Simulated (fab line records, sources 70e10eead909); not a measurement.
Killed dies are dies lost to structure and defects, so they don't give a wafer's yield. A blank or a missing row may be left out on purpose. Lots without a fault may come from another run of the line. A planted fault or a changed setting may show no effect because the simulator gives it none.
Chamber matching | flow nand_harc | NHARC_A_BLC_ALD_23 on ald_metal-04: 4 sister chambers
The step deposits TiN, target thk 3 nm, pulse time 1 s, ald cycles 150. 18 wafers are shown with their chamber, then 9 later ones without.

WAFERS WITH THEIR CHAMBER
wafer  | chamber | heater_power_w (W) | precursor_pulse_height_rel
L808.1 | 0       | 1198               | 1.001
L808.4 | 3       | 1149               | 1.006
L808.6 | 0       | 1218               | 1.013
L809.1 | 3       | 1178               | 0.965
L809.5 | 3       | 1150               | 0.998
L809.6 | 0       | 1195               | 1.052
L807.1 | 2       | 922                | 0.982
L807.2 | 0       | 1171               | 1.025
L807.4 | 1       | 1145               | 1.026
L812.2 | 2       | 920                | 1.012
L812.3 | 0       | 1224               | 1.007
L812.6 | 3       | 1170               | 0.979
L814.3 | 1       | 1104               | 1.027
L814.5 | 0       | 1183               | 0.984
L814.6 | 3       | 1141               | 1.002
L817.3 | 0       | 1178               | 0.986
L817.5 | 2       | 902                | 0.974
L817.6 | 3       | 1166               | 1.060

SIGNATURES (means of the wafers above)
reading                    | chamber 0 | chamber 1 | chamber 2 | chamber 3 | scatter within a chamber
heater_power_w             | 1195.29   | 1124.50   | 914.67    | 1159.00   | 17.9
precursor_pulse_height_rel | 1.00971   | 1.02650   | 0.98933   | 1.00167   | 0.026
Rule: a wafer's distance from a chamber is the root of the sum, over the readings, of the square of ((its reading less the chamber's mean) divided by the reading's scatter). The wafer belongs to the nearest chamber; if the next one is less than 2 further off, it can't be placed. The scatter: the root of (the sum of the squares of (reading less its chamber's mean) over the shown wafers, divided by (wafers less chambers)).

WAFERS WITHOUT THEIR CHAMBER
wafer  | heater_power_w (W) | precursor_pulse_height_rel
L818.1 | 1173               | 0.961
L818.2 | 916                | 0.997
L818.5 | 912                | 1.039
L825.2 | 927                | 1.000
L825.3 | 1082               | 1.030
L825.6 | 1161               | 0.998
L828.1 | 1146               | 1.000
L828.5 | 935                | 1.005
L828.6 | 1102               | 0.977

WHICH CHAMBER EACH WENT THROUGH
wafer  | from the rows above          | in truth
L818.1 | can't be placed: 3 or 0 or 1 | 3
L818.2 | 2                            | 2
L818.5 | 2                            | 2
L825.2 | 2                            | 2
L825.3 | 1                            | 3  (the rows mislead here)
L825.6 | can't be placed: 3 or 0      | 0
L828.1 | can't be placed: 3 or 1      | 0
L828.5 | 2                            | 2
L828.6 | can't be placed: 1 or 3      | 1
Placed correctly: 4 of 9. Can't be placed from these rows: 4 (the true chamber is among the candidates in 3). Placed wrongly: 1.
